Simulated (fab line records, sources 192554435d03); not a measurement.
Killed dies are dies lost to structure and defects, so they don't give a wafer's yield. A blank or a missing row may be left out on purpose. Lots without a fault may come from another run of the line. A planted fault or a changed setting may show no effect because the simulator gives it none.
Which tool did it? | flow n5_finfet | 12 lots, 36 wafers sampled, at 3 steps of a route of 1938

WHAT THE GAUGES READ, wafer by wafer
N5_BEOL_M4_CD_MEAS_11: target cd 16.79 nm.
lot  | measured     | on        | cd_nm (nm)
L075 | day 7 08:58  | cd_sem-02 | 17.01 16.61 16.63
L077 | day 7 23:22  | cd_sem-02 | 17.02 17.05 16.57
L080 | day 8 15:09  | cd_sem-02 | 16.62 16.91 16.87
L081 | day 8 21:43  | cd_sem-01 | 16.99 16.94 16.73
L083 | day 9 12:11  | cd_sem-03 | 16.95 16.70 16.87
L086 | day 10 04:32 | cd_sem-03 | 16.61 17.04 16.90
L087 | day 10 15:56 | cd_sem-03 | 16.66 16.65 16.56
L089 | day 11 04:51 | cd_sem-01 | 16.52 16.86 16.57
L091 | day 11 09:01 | cd_sem-02 | 16.95 17.13 16.89
L092 | day 12 11:35 | cd_sem-03 | 16.51 17.04 16.53
L095 | day 13 05:11 | cd_sem-02 | 16.74 16.51 16.74
L097 | day 13 17:50 | cd_sem-02 | 16.67 16.71 16.84

WHICH TOOL RAN EACH LOT (tool, then ch and the chambers of the sampled wafers, then the start)
lot  | N5_BEOL_M3_VIA_ETCH_34             | N5_BEOL_M4_HM_DEP_02
L075 | rie_diel-06 ch 1,2,3, day 7 03:58  | pvd_sputter-02, day 7 08:34
L077 | rie_diel-06 ch 1,2,3, day 7 15:52  | pvd_sputter-01, day 7 22:58
L080 | rie_diel-06 ch 0,3, day 8 09:38    | pvd_sputter-01, day 8 14:45
L081 | rie_diel-06 ch 0,3, day 8 13:48    | pvd_sputter-01, day 8 21:19
L083 | rie_diel-06 ch 0,1,2, day 9 06:50  | pvd_sputter-03, day 9 11:47
L086 | rie_diel-05 ch 0,1,3, day 9 23:06  | pvd_sputter-03, day 10 04:09
L087 | rie_diel-04 ch 0,1,3, day 10 09:16 | pvd_sputter-01, day 10 15:32
L089 | rie_diel-05 ch 0,1,2, day 10 21:53 | pvd_sputter-02, day 11 04:28
L091 | rie_diel-04 ch 1,2, day 11 03:33   | pvd_sputter-03, day 11 08:23
L092 | rie_diel-04 ch 0,1,2, day 12 04:41 | pvd_sputter-03, day 12 11:11
L095 | rie_diel-06 ch 0,1,2, day 12 23:04 | pvd_sputter-03, day 13 04:40
L097 | rie_diel-06 ch 1,3, day 13 10:28   | pvd_sputter-02, day 13 17:26
- N5_BEOL_M3_VIA_ETCH_34: etches the open film in C4F6/O2, target depth 69.4 nm, time 65.9 s.
- N5_BEOL_M4_HM_DEP_02: deposits TiN, target thk 20 nm.

THE ANSWER, worked out from the rows above alone
Rule: what is usual is taken from the lots themselves. Put in order of their means at a reading, lots are off if they are a third of the lots or fewer, leave a main group of 4 or more, and stand apart from it by a gap of 3 or more times the standard deviation of the main group's means; of several such gaps the widest counts. A main group whose means are all the same, to the digits that the tables above print for the reading, isn't used. A lot without any number at a reading at which 4 lots or more have one is off too. The other lots that the step has rows for count as sound.
No lot is off at any reading shown: from this, nothing can be told.

WHAT THE SIMULATOR HAD PUT IN
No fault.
